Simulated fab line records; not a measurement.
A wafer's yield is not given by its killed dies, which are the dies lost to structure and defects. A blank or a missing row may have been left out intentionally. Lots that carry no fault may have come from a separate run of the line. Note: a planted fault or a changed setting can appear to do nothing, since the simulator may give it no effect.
fab line records	flow n5_finfet
record: lots: 7	wafers: 18	last_day: 18
route steps=1938 shown ILD0@337 SDB@347 BEOL_M4@1111 PASSIVATION@1936
lots that met no fault: from a run of the same line without faults
start_h: hours from the record's opening day to when the first of the lot's shown wafers began	wait_h: how many hours have passed since the lot's step before this one	" repeats the value in the row above	L1.1+2: several wafers, shown together as one row	- no value, or no start given	* or withheld: withheld	< > ~ a bound
route shown NAME@n: names a module that has steps shown in the file, with the first one's number in the route	usual: average and standard deviation across the fault-free wafers	same: alike in all rows	chamber/n: place in a boat	sites: the reading at each site	_std_site: standard deviation across them	_edge_site: mean of outer sites minus mean of inner sites	radius_mm: how far each site lies from the wafer's centre	mask NAME#n: copy n	behind: the tool/chamber that last shaped the wafer	hold: the reason the lot was held/the length of the hold in hours/how it ended	device: the n, p or np transistor that did not switch	end of line: the tests these same wafers got at the end of their route	step lacking rows: just its recipe	killed: at the first sort, the dies lost to defects and structure; wafer yield is something else	map: per-die view of a wafer (x killed, . not killed, _ where there is no die)
set.NAME: the setting the step ran with; set.NAME@STEP: the setting that earlier step ran with	model.NAME: the simulator's own value behind a step, which no gauge read
certain route steps with their lots: each step a table, each wafer a row
services: a tool's chamber out of use, with start hour (start_h, from the record's first day; less than 0 if before it), hours out, and reason
== steps ==
step: N5_ILD0_CURE_02
recipe: temp_c: 450	time_s: 1800	ambient: steam	idle_temp_c: 400	ramp_up_c_per_min: 5	ramp_down_c_per_min: 3	densification_p_h2o_torr: 640
step: N5_ILD0_CMP_03
recipe: stop_on: SiNx	t_overpolish_s: 1.9	post_cmp_clean: alkaline_brush	down_force_psi: 4.1491	platen_rpm: 51.796	pad_velocity_m_s: 1.0306	target_thk_nm: 197.38
usual: motor_current_A: 12.6/0.96	overpolish_run_s: 1.900/0.0099	time_to_endpoint_s: 69.9/3
lot.wafer	tool	chamber	start_h	wait_h	motor_current_A	overpolish_run_s	time_to_endpoint_s
L469.1	cmp-03	2	76.20	0.1	11.7	1.899	70.4
L469.4	"	0	"	"	13.4	1.902	71.5
L469.6	"	1	"	"	13.9	1.916	74.0
L475.2	cmp-03	0	112.06	0.0	13.2	1.901	69.7
L475.1	"	2	"	"	11.5	1.895	69.7
L477.3	cmp-03	0	125.07	0.1	13.3	1.900	69.5
L477.5	"	3	"	"	12.2	1.875	66.4
L478.1	cmp-03	0	128.86	0.1	13.2	1.901	69.7
L478.5	"	2	"	"	12.0	1.903	70.1
L485.4	cmp-03	3	167.85	0.0	11.9	1.894	71.5
L485.2	"	0	"	"	13.1	1.891	71.1
L485.1	"	1	"	"	14.6	1.908	72.5
L488.1	cmp-03	0	187.99	0.0	12.6	1.913	71.9
L488.5	"	0	"	"	13.4	1.889	71.4
L488.6	"	1	"	"	13.9	1.909	73.6
L490.3	cmp-03	1	197.77	0.0	14.7	1.905	73.4
L490.1	"	3	"	"	12.3	1.882	70.7
L490.6	"	2	"	"	12.0	1.891	71.3
step: N5_ILD0_THK_MEAS_04
usual: thk_nm: 197.3/1.1
lot.wafer	tool	chamber	start_h	wait_h	thk_nm
L469.1	film_metro-02	-	76.45	-	198.7
L469.4	"	-	"	"	198.1
L469.6	"	-	"	"	198.2
L475.1	film_metro-02	-	112.35	-	197.6
L475.2	"	-	"	"	198.1
L477.3	film_metro-01	-	125.33	-	197.6
L477.5	"	-	"	"	198.0
L478.1	film_metro-01	-	129.04	-	197.2
L478.5	"	-	"	"	197.6
L485.1	film_metro-01	-	168.15	-	199.2
L485.2	"	-	"	"	196.9
L485.4	"	-	"	"	198.9
L488.1	film_metro-01	-	188.28	-	197.1
L488.5	"	-	"	"	198.6
L488.6	"	-	"	"	197.3
L490.1	film_metro-02	-	198.07	-	197.0
L490.3	"	-	"	"	197.6
L490.6	"	-	"	"	197.2
step: N5_ILD0_CMP_07
recipe: stop_on: poly-Si	material: SiO2_flowable	t_overpolish_s: 1.18	post_cmp_clean: alkaline_brush	down_force_psi: 4.1491	platen_rpm: 51.796	pad_velocity_m_s: 1.0306	target_thk_nm: 138.88
usual: motor_current_A: 12.6/0.92
lot.wafer	tool	chamber	start_h	wait_h	motor_current_A
L469.1	cmp-03	0	76.52	0.1	14.2
L469.4	"	1	"	"	14.1
L469.6	"	0	"	"	13.9
L475.2	cmp-04	2	112.42	0.1	12.6
L475.1	"	3	"	"	12.5
L477.3	cmp-02	0	125.55	0.2	12.3
L477.5	"	2	"	"	13.2
L478.1	cmp-04	1	129.19	0.1	12.8
L478.5	"	3	"	"	12.2
L485.4	cmp-02	2	168.18	0.0	12.8
L485.2	"	3	"	"	13.4
L485.1	"	0	"	"	12.3
L488.1	cmp-02	3	188.39	0.1	12.9
L488.5	"	1	"	"	13.6
L488.6	"	2	"	"	13.4
L490.1	cmp-02	1	198.10	0.0	13.3
L490.3	"	2	"	"	13.4
L490.6	"	1	"	"	13.7
step: N5_ILD0_THK_MEAS_08
usual: thk_nm: 139.0/0.95
lot.wafer	tool	chamber	start_h	wait_h	thk_nm
L469.1	film_metro-01	-	76.78	-	138.7
L469.4	"	-	"	"	140.4
L469.6	"	-	"	"	139.9
L475.1	film_metro-02	-	112.68	-	140.2
L475.2	"	-	"	"	139.4
L477.3	film_metro-01	-	125.73	-	139.1
L477.5	"	-	"	"	139.3
L478.1	film_metro-02	-	129.37	-	139.2
L478.5	"	-	"	"	139.9
L485.1	film_metro-02	-	168.47	-	139.1
L485.2	"	-	"	"	138.5
L485.4	"	-	"	"	139.5
L488.1	film_metro-01	-	188.61	-	139.4
L488.5	"	-	"	"	138.4
L488.6	"	-	"	"	140.0
L490.1	film_metro-02	-	198.39	-	138.0
L490.3	"	-	"	"	140.1
L490.6	"	-	"	"	137.6
step: N5_ILD0_PRECLEAN_10
recipe: chemistry: NF3:NH3	afs_cycles: 5	time_s: 20	temp_c: 30	sublimation_temp_c: 180	sublimation_time_s: 60	pressure_torr: 3	rf_power_w: 30
step: N5_ILD0_ALD_15
recipe: material: SiNx	target_thk_a: 240	temp_c: 400	ald_precursor_family: SiH2I2	ald_co_reactant: N2/H2-plasma	pulse_time_s: 1	ald_cycles: 480	purge_time_s: 2	co_reactant_purge_time_s: 2	pressure_torr: 2
usual: chamber_pressure_Torr: 2.000/0.0044	heater_power_outer_w: 524/64	heater_power_w: 838/99	precursor_pulse_height_rel: 0.999/0.022
same: ald_cycles: 480	co_reactant_purge_time_s: 2
lot.wafer	tool	chamber	start_h	wait_h	chamber_pressure_Torr	heater_power_outer_w	heater_power_w	precursor_pulse_height_rel
L469.1	ald_sin-03	0	77.50	0.6	1.994	540	879	0.966
L469.4	"	1	"	"	2.004	623	982	1.023
L469.6	"	1	78.58	1.1	2.003	623	979	1.022
L475.1	ald_sin-03	2	113.57	0.7	2.003	496	777	0.987
L475.2	"	1	"	"	2.001	637	993	1.032
L477.3	ald_sin-03	2	126.45	0.4	2.001	493	782	0.997
L477.5	"	0	127.53	1.2	1.998	530	872	1.025
L478.1	ald_sin-02	0	130.09	0.6	1.996	581	974	0.973
L478.5	"	2	131.17	1.2	2.008	564	804	0.987
L485.1	ald_sin-01	2	169.19	0.6	1.998	464	742	0.992
L485.2	"	0	"	"	1.996	516	850	1.011
L485.4	"	3	"	"	1.994	528	847	0.949
L488.1	ald_sin-03	2	189.90	1.1	2.008	483	797	0.956
L488.5	"	0	190.98	1.8	2.010	539	899	1.031
L488.6	"	1	"	"	2.001	620	966	1.022
L490.1	ald_sin-03	2	199.11	0.6	2.002	498	772	1.001
L490.3	"	3	"	"	1.996	412	653	0.997
L490.6	"	0	200.19	1.1	2.000	549	882	0.999
step: N5_ILD0_CMP_12
recipe: stop_on: poly-Si	material: SiNx	t_overpolish_s: 6	post_cmp_clean: alkaline_brush	down_force_psi: 2.5	platen_rpm: 51.8	pad_velocity_m_s: 1.0307	target_thk_nm: 17.67
usual: motor_current_A: 9.3/0.64	overpolish_run_s: 5.999/0.0088	time_to_endpoint_s: 28.9/2.4
lot.wafer	tool	chamber	start_h	wait_h	motor_current_A	overpolish_run_s	time_to_endpoint_s
L469.4	cmp-02	3	79.77	1.2	9.2	5.998	28.5
L469.1	"	0	"	"	8.2	5.982	30.0
L469.6	"	1	"	"	9.8	6.002	27.5
L475.1	cmp-03	2	115.77	1.1	8.3	5.998	33.5
L475.2	"	0	"	"	9.5	5.997	30.3
L477.3	cmp-02	0	128.65	1.1	8.5	6.002	29.2
L477.5	"	0	"	"	8.5	5.999	30.1
L478.1	cmp-02	1	132.40	1.2	10.1	5.990	30.0
L478.5	"	3	"	"	9.0	5.989	28.6
L485.4	cmp-03	1	171.43	1.2	10.4	6.017	32.6
L485.2	"	2	"	"	8.4	5.983	30.1
L485.1	"	3	"	"	9.1	5.995	31.3
L488.1	cmp-03	1	192.14	1.2	10.5	6.005	33.3
L488.6	"	0	"	"	9.3	5.993	31.8
L488.5	"	1	"	"	10.5	5.992	34.0
L490.3	cmp-03	0	201.31	1.1	9.6	6.016	28.4
L490.1	"	2	"	"	8.2	5.997	29.0
L490.6	"	0	"	"	9.6	5.996	28.6
step: N5_ILD0_THK_MEAS_13
usual: thk_nm: 17.8/0.92
lot.wafer	tool	chamber	start_h	wait_h	thk_nm
L469.1	film_metro-02	-	79.99	-	17.6
L469.4	"	-	"	"	18.8
L469.6	"	-	"	"	15.8
L475.1	film_metro-02	-	116.06	-	17.8
L475.2	"	-	"	"	17.6
L477.3	film_metro-01	-	128.94	-	17.7
L477.5	"	-	"	"	18.7
L478.1	film_metro-02	-	132.58	-	17.3
L478.5	"	-	"	"	17.5
L485.1	film_metro-01	-	171.69	-	18.1
L485.2	"	-	"	"	17.9
L485.4	"	-	"	"	18.7
L488.1	film_metro-02	-	192.39	-	16.7
L488.5	"	-	"	"	18.5
L488.6	"	-	"	"	16.6
L490.1	film_metro-02	-	201.61	-	17.2
L490.3	"	-	"	"	16.1
L490.6	"	-	"	"	16.8
step: N5_ILD0_INSPECT_06
recipe: inspect_instrument: darkfield	mode: post_cmp
usual: raw_defect_count: 39/18
lot.wafer	tool	chamber	start_h	wait_h	raw_defect_count
L469.1	defect_inspect-02	-	80.02	0.0	20
L469.4	"	-	"	"	34
L469.6	"	-	"	"	32
L475.1	defect_inspect-01	-	116.09	0.0	26
L475.2	"	-	"	"	49
L477.3	defect_inspect-02	-	128.97	0.0	31
L477.5	"	-	"	"	31
L478.1	defect_inspect-01	-	132.61	0.0	20
L478.5	"	-	"	"	46
L485.1	defect_inspect-01	-	171.71	0.0	61
L485.2	"	-	"	"	23
L485.4	"	-	"	"	63
L488.1	defect_inspect-01	-	192.42	0.0	49
L488.5	"	-	"	"	25
L488.6	"	-	"	"	16
L490.1	defect_inspect-02	-	201.63	0.0	26
L490.3	"	-	"	"	24
L490.6	"	-	"	"	42
step: N5_SDB_HM_DEP_00
recipe: material: SiNx	target_thk_a: 400	temp_c: 400	precursor: SiH4/NH3/N2	pressure_torr: 1.5	rf_w: 300	time_s: 35.3
usual: chamber_pressure_Torr: 1.501/0.0031	heater_power_outer_w: 463/46	heater_power_w: 785/79	showerhead_plenum_p_Torr: 5.14/0.057	throttle_valve_pct: 40.1/2.7
lot.wafer	tool	chamber	start_h	wait_h	chamber_pressure_Torr	heater_power_outer_w	heater_power_w	showerhead_plenum_p_Torr	throttle_valve_pct
L469.1	pecvd-04	0	80.05	0.0	1.500	438	681	5.21	40.5
L469.4	"	1	"	"	1.503	438	697	5.18	45.3
L469.6	"	2	"	"	1.503	524	844	5.13	36.7
L475.1	pecvd-01	2	116.13	0.0	1.502	495	762	5.08	35.6
L475.2	"	0	"	"	1.499	452	745	5.18	41.1
L477.3	pecvd-03	1	129.01	0.0	1.503	456	781	5.06	42.5
L477.5	"	0	"	"	1.504	539	914	5.09	38.5
L478.1	pecvd-04	1	132.65	0.0	1.501	462	704	5.18	45.4
L478.5	"	1	"	"	1.497	448	718	5.17	45.1
L485.1	pecvd-01	1	171.75	0.0	1.500	499	908	5.22	37.5
L485.2	"	2	"	"	1.504	541	870	5.09	35.7
L485.4	"	0	"	"	1.495	480	789	5.20	41.0
L488.1	pecvd-01	1	192.46	0.0	1.500	442	839	5.21	37.5
L488.5	"	0	"	"	1.506	468	798	5.20	40.8
L488.6	"	1	"	"	1.502	436	831	5.22	37.5
L490.1	pecvd-04	1	201.67	0.0	1.499	445	707	5.18	45.6
L490.3	"	0	"	"	1.500	462	770	5.21	40.9
L490.6	"	1	"	"	1.501	451	726	5.17	45.1
step: N5_SDB_COAT_03
recipe: resist: SOC	temp_c: 250	time_s: 60	spin_rpm: 1500	resist_thk_nm: 100
step: N5_SDB_COAT_04
recipe: resist: SiARC	temp_c: 220	time_s: 60	spin_rpm: 1500	resist_thk_nm: 18
usual: run_length_s: 66.29/0.21
lot.wafer	tool	chamber	start_h	wait_h	run_length_s
L469.1	litho_track-02	0	80.14	-	66.04
L469.4	"	0	"	"	66.03
L469.6	"	0	"	"	66.27
L475.1	litho_track-04	0	116.21	-	78.59
L475.2	"	0	"	"	66.67
L477.3	litho_track-04	0	129.09	-	78.67
L477.5	"	0	"	"	66.75
L478.1	litho_track-04	0	132.73	-	78.62
L478.5	"	0	"	"	66.39
L485.1	litho_track-05	0	171.84	-	66.27
L485.2	"	0	"	"	66.02
L485.4	"	0	"	"	66.12
L488.1	litho_track-04	0	192.54	-	66.69
L488.5	"	0	"	"	66.56
L488.6	"	0	"	"	66.62
L490.1	litho_track-05	0	201.75	-	65.99
L490.3	"	0	"	"	66.00
L490.6	"	0	"	"	66.09
step: N5_SDB_COAT_05
recipe: resist: CAR-ArF	spin_rpm: 1500	resist_thk_nm: 90
step: N5_BEOL_M4_RC_MEAS_101
usual: DIBL_N: 35.8/1.5	DIBL_P: 35.8/1.7	IOFF_N: 0.151/0.022	IOFF_P: 0.204/0.027	ION_N: 673/8.6	ION_P: 462/5.4	SS_N: 71.4/0.54	SS_P: 73.3/0.56	VT_N: 250.5/2.6	VT_P: -251/3.1
lot.wafer	tool	chamber	start_h	wait_h	DIBL_N[mV/V]	DIBL_P[mV/V]	IOFF_N[nA/um]	IOFF_P[nA/um]	ION_N[uA/um]	ION_P[uA/um]	SS_N[mV/dec]	SS_P[mV/dec]	VT_N[mV]	VT_P[mV]
L469.1	prober-02	0	199.87	0.0	37.0	38.9	0.202	0.242	684	463	72.8	73.7	247.2	-244
L469.4	"	0	"	"	35.1	37.1	0.163	0.214	677	465	71.5	73.5	249.5	-248
L469.6	"	0	"	"	38.0	40.0	0.222	0.257	690	465	72.7	73.8	245.0	-248
L475.1	prober-02	0	226.62	0.0	35.4	35.4	0.145	0.207	673	462	70.7	73.0	249.1	-248
L475.2	"	0	"	"	36.2	36.1	0.162	0.213	673	466	71.8	73.3	249.1	-252
L477.3	prober-02	0	235.56	0.3	36.6	35.4	0.158	0.226	675	468	71.0	73.9	250.1	-249
L477.5	"	0	"	"	37.9	36.0	0.177	0.229	683	467	71.5	73.4	247.4	-248
L478.1	prober-02	0	240.96	0.0	35.0	36.2	0.126	0.157	659	454	71.2	73.0	254.7	-257
L478.5	"	0	"	"	33.6	34.3	0.116	0.140	661	456	71.2	72.9	257.5	-261
L485.1	prober-02	0	293.83	0.0	31.6	32.1	0.116	0.161	668	458	70.9	72.9	254.1	-254
L485.2	"	0	"	"	31.5	31.7	0.112	0.161	670	457	70.5	72.4	254.8	-254
L485.4	"	0	"	"	32.0	32.4	0.121	0.170	671	458	71.5	72.2	253.6	-251
L488.1	prober-01	0	296.84	0.0	33.8	33.9	0.130	0.184	671	465	71.2	73.5	252.7	-252
L488.5	"	0	"	"	34.7	35.5	0.150	0.209	674	468	71.1	73.5	250.8	-248
L488.6	"	0	"	"	33.0	33.6	0.123	0.182	676	464	70.5	73.9	251.0	-252
L490.1	prober-01	0	320.23	0.0	34.8	34.4	0.123	0.175	658	450	71.3	73.0	252.7	-256
L490.3	"	0	"	"	35.6	35.6	0.141	0.196	672	464	71.1	73.5	252.4	-252
L490.6	"	0	"	"	38.7	38.6	0.184	0.243	674	470	71.8	73.8	247.9	-249
step: N5_PASSIVATION_PROBE_49
usual: defect_limited_yield: 91.3/1.4	killed_at_M0_to_M3: 33/10	killed_at_M4_up: 15/6.1	killed_at_contacts: 12/6.7	killed_at_front_end: 39/11	killed_at_other: 4/3.3	killed_dies: 103/16	killed_open: 68/12	killed_short: 34/7.2	sort_bin_5_function: 5.1/0.88	sort_bin_6_memory: 3.3/0.67	sort_n_pass: 1077/16	sort_yield_pct: 91.3/1.4
same: gross_dies: 1180	killed_at_back_side: 0	sort_bin_4_leakage[%]: 0	sort_bin_8_speed[%]: 0
lot.wafer	tool	chamber	start_h	wait_h	defect_limited_yield[%]	killed_at_M0_to_M3	killed_at_M4_up	killed_at_contacts	killed_at_front_end	killed_at_other	killed_dies	killed_open	killed_short	sort_bin_5_function[%]	sort_bin_6_memory[%]	sort_n_pass	sort_yield_pct[%]
L469.1	prober-02	-	309.90	0.0	91.4	26	23	15	33	5	102	62	35	4.7	3.3	1078	91.4
L469.4	prober-02	-	310.05	0.2	90.2	39	16	18	42	1	116	83	33	5.5	4.2	1064	90.2
L469.6	prober-02	-	310.15	0.3	93.6	30	13	11	22	0	76	52	21	3.6	2.6	1104	93.6
L478.1	prober-02	-	342.68	0.0	92.3	32	11	11	35	2	91	63	26	4.5	2.9	1089	92.3
L478.5	prober-02	-	342.88	0.2	90.6	27	20	23	33	8	111	83	26	5.1	4.1	1069	90.6
killed by level:class
L469.1 MOL_CONTACT_COAG:geometric_particle:open=12 BEOL_M4:geometric_particle:open=11 BEOL_M1:geometric_particle:open=10 BEOL_M0_SAQP:geometric_particle:open=5 FIN_SAQP:geometric_particle:short=4 STARTING-WAFER:geometric_particle:short=4 SPACER0:geometric_particle:short=3 GATE_CUT:geometric_particle:open=3
L469.4 BEOL_M2:geometric_particle:open=15 MOL_CONTACT_COAG:geometric_particle:open=14 FIN_SAQP:geometric_particle:open=11 FIN_SAQP:geometric_particle:short=9 BEOL_M0_SAQP:geometric_particle:open=7 BEOL_M1:geometric_particle:open=7 GATE_CUT:geometric_particle:short=6 STI_FIN_REVEAL:geometric_particle:open=4
L469.6 MOL_CONTACT_COAG:geometric_particle:open=10 BEOL_M2:geometric_particle:open=6 BEOL_M1:geometric_particle:open=5 BEOL_M3:geometric_particle:open=5 STI_FIN_REVEAL:geometric_particle:open=4 BEOL_M1:geometric_particle:short=4 BEOL_M3:geometric_particle:short=4 BEOL_M4:geometric_particle:short=4
L478.1 FIN_SAQP:geometric_particle:open=9 MOL_CONTACT_COAG:geometric_particle:open=9 BEOL_M3:geometric_particle:open=8 DUMMY_GATE:geometric_particle:open=8 BEOL_M1:geometric_particle:open=6 BEOL_M0_SAQP:geometric_particle:open=5 STI_FIN_REVEAL:geometric_particle:open=4 BEOL_M0_SAQP:geometric_particle:short=4
L478.5 MOL_CONTACT_COAG:geometric_particle:open=21 BEOL_M0_SAQP:geometric_particle:open=7 BEOL_M4:geometric_particle:open=7 DUMMY_GATE:geometric_particle:open=6 BEOL_M2:geometric_particle:open=6 BEOL_M3:geometric_particle:open=6 FIN_SAQP:geometric_particle:open=5 FIN_SAQP:geometric_particle:short=5
== services ==
tool	chamber	start_h	hours	kind
pecvd-01	2	52.87	4.9	repair
ald_sin-02	1	60.53	2.8	repair
cmp-03	-	65.31	1.0	repair
cmp-02	-	65.70	0.4	repair
ald_sin-02	-	67.02	28.1	pm
pecvd-01	2	68.13	47.1	repair
pecvd-04	-	84.63	2.7	repair
cmp-04	-	85.36	0.6	repair
cmp-02	-	86.62	2.0	repair
ald_sin-02	-	95.12	14.0	pm
pecvd-03	-	104.19	1.8	repair
pecvd-01	0	104.45	10.6	repair
ald_sin-03	1	106.27	6.0	repair
ald_sin-02	-	111.00	0.6	repair
pecvd-01	-	111.11	0.8	repair
cmp-02	-	114.27	4.0	pm
cmp-03	-	117.32	4.7	pm
ald_sin-02	-	120.21	6.1	pm
cmp-04	-	122.56	4.4	pm
ald_sin-03	-	132.20	2.8	pm
pecvd-04	-	163.38	1.0	repair
cmp-04	-	178.05	2.9	repair
cmp-04	-	184.62	0.4	repair
cmp-02	-	200.36	3.3	repair
== key ==
first_sign: step: N5_SDB_COAT_04	reading: run_length_s	direction: up	sigmas: 60	usual: *	struck: *
effect none on later readings
met_at N5_SDB_COAT_04
struck_wafers L475.1,L477.3,L478.1
fault: kind: process_parameter_drift	tool: litho_track-04	chamber: -	onset_h: 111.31	steps: N5_SDB_COAT_04	channel: time_s	offset: *	shape: step	end_h: 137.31	scope: struck_wafers_only	acts_in: *	stated: *
